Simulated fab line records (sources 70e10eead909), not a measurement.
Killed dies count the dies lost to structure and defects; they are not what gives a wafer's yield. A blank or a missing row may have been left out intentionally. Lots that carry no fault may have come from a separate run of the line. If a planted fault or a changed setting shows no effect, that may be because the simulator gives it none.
Matching of chambers	flow nand harc	NHARC_A_STAIRCASE_DESCUM_168 on rie diel-13 has 4 sister chambers
The step chemistry O2, time 3 s. 18 wafers are shown with their chamber, then 9 later ones without.

== EACH WAFER AND ITS CHAMBER ==
wafer	chamber	showerhead plenum p Torr (Torr)	drypump motor current A (A)	oes product au (a.u.)
L075.1	2	2.08	6.3	1.001
L075.3	3	1.81	6.1	1.007
L075.4	1	2.00	6.4	1.001
L074.2	1	2.00	6.4	1.007
L074.3	0	1.82	6.4	1.003
L074.4	3	1.81	6.1	1.002
L079.1	0	1.82	6.5	1.006
L079.4	2	2.07	6.3	0.996
L079.6	1	1.99	6.4	1.007
L081.2	1	1.99	6.4	1.003
L081.3	0	1.82	6.5	0.995
L081.6	1	1.99	6.4	0.999
L082.1	0	1.81	6.5	0.995
L082.5	3	1.80	6.1	1.002
L082.6	2	2.07	6.3	1.013
L085.3	0	1.81	6.5	0.998
L085.5	0	1.81	6.4	0.994
L085.6	1	1.99	6.4	1.001

SIGNATURES (means of the wafers above)
reading	chamber 0	chamber 1	chamber 2	chamber 3	scatter within a chamber
showerhead plenum p Torr	1.8150	1.9933	2.0733	1.8067	0.00546
drypump motor current A	6.467	6.400	6.300	6.100	0.0309
oes product au	0.99850	1.00300	1.00333	1.00367	0.00498
Rule: for a wafer and a chamber, the distance is found by dividing, reading by reading, the gap between the wafer's reading and the chamber's mean by the reading's scatter, squaring, summing and taking the root. The wafer belongs to the nearest chamber; if the next one is less than 2 further off, it can't be placed. The scatter: the root of (the sum of the squares of (reading less its chamber's mean) over the shown wafers, divided by (wafers less chambers)).

== WAFERS WITH NO CHAMBER GIVEN ==
wafer	showerhead plenum p Torr (Torr)	drypump motor current A (A)	oes product au (a.u.)
L089.2	1.81	6.4	0.989
L089.3	1.80	6.1	0.999
L089.4	2.06	6.3	0.999
L094.1	1.98	6.4	0.998
L094.2	1.80	6.4	1.011
L094.4	2.06	6.2	0.996
L095.2	1.80	6.5	0.999
L095.4	1.98	6.4	1.015
L095.5	1.98	6.4	1.003

== THE CHAMBER EACH PASSED THROUGH ==
wafer	from the rows above	in truth
L089.2	0	0
L089.3	3	3
L089.4	2	2
L094.1	1	1
L094.2	0	0
L094.4	2	2
L095.2	0	0
L095.4	1	1
L095.5	1	1
9 of 9 placed correctly. Can't be placed from these rows: 0. Wrongly placed: 0.
